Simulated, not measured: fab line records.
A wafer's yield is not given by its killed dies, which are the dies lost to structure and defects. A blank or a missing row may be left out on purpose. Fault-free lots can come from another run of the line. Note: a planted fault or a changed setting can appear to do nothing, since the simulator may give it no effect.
One fault seen from 2 desks / flow nand-harc / every desk sees just its own numbers, and what lay behind them comes last

THE DEFECT DESK
Inspection counts along the route, by lot: the mean over sampled wafers that carry a number. Marked OUT: a lot whose mean sits more than 4 standard deviations from the usual mean, which makes it out of limits; the brackets give that distance.
Columns: A = raw-defect-count at NHARC_A_M1_INSPECT_11, usual 81
lot=L945; first seen here=day 22 16:58; A=20
lot=L946; first seen here=day 23 11:56; A=99
lot=L948; first seen here=day 23 19:25; A=62
lot=L950; first seen here=day 24 22:34; A=71
lot=L957; first seen here=day 27 18:15; A=79
lot=L958; first seen here=day 28 22:53; A=44
lot=L959; first seen here=day 29 02:32; A=25
lot=L962; first seen here=day 29 22:49; A=25
lot=L961; first seen here=day 29 23:37; A=58
lot=L965; first seen here=day 30 23:18; A=92
lot=L966; first seen here=day 31 22:27; A=80
lot=L967; first seen here=day 32 12:11; A=46
lot=L968; first seen here=day 33 03:58; A=71
Finding of this desk: none of the 13 lots has anything out of limits.

THE METROLOGY DESK
What the gauges read for every lot (on any tool): the sampled wafers with a number, averaged. Marked OUT: a lot whose mean sits more than 4 standard deviations from the usual mean, which makes it out of limits; the brackets give that distance.
Columns: A = cd-nm at NHARC_A_M1_CD_MEAS_16, usual 119.9 nm
lot=L945; first seen here=day 22 17:19; A=120.4
lot=L946; first seen here=day 23 12:19; A=120.3
lot=L948; first seen here=day 23 19:47; A=122.0
lot=L950; first seen here=day 24 22:56; A=119.9
lot=L957; first seen here=day 27 18:37; A=119.1
lot=L958; first seen here=day 28 23:14; A=119.2
lot=L959; first seen here=day 29 02:54; A=120.0
lot=L962; first seen here=day 29 23:11; A=119.8
lot=L961; first seen here=day 29 23:59; A=120.2
lot=L965; first seen here=day 30 23:40; A=119.3
lot=L966; first seen here=day 31 22:49; A=119.8
lot=L967; first seen here=day 32 12:38; A=121.3
lot=L968; first seen here=day 33 04:20; A=119.8
Finding of this desk: none of the 13 lots has anything out of limits.

TAKEN TOGETHER
Nothing the defect desk looked at was out of limits.
The metrology desk saw nothing out of limits.

WHAT THE SIMULATOR HAD PUT IN
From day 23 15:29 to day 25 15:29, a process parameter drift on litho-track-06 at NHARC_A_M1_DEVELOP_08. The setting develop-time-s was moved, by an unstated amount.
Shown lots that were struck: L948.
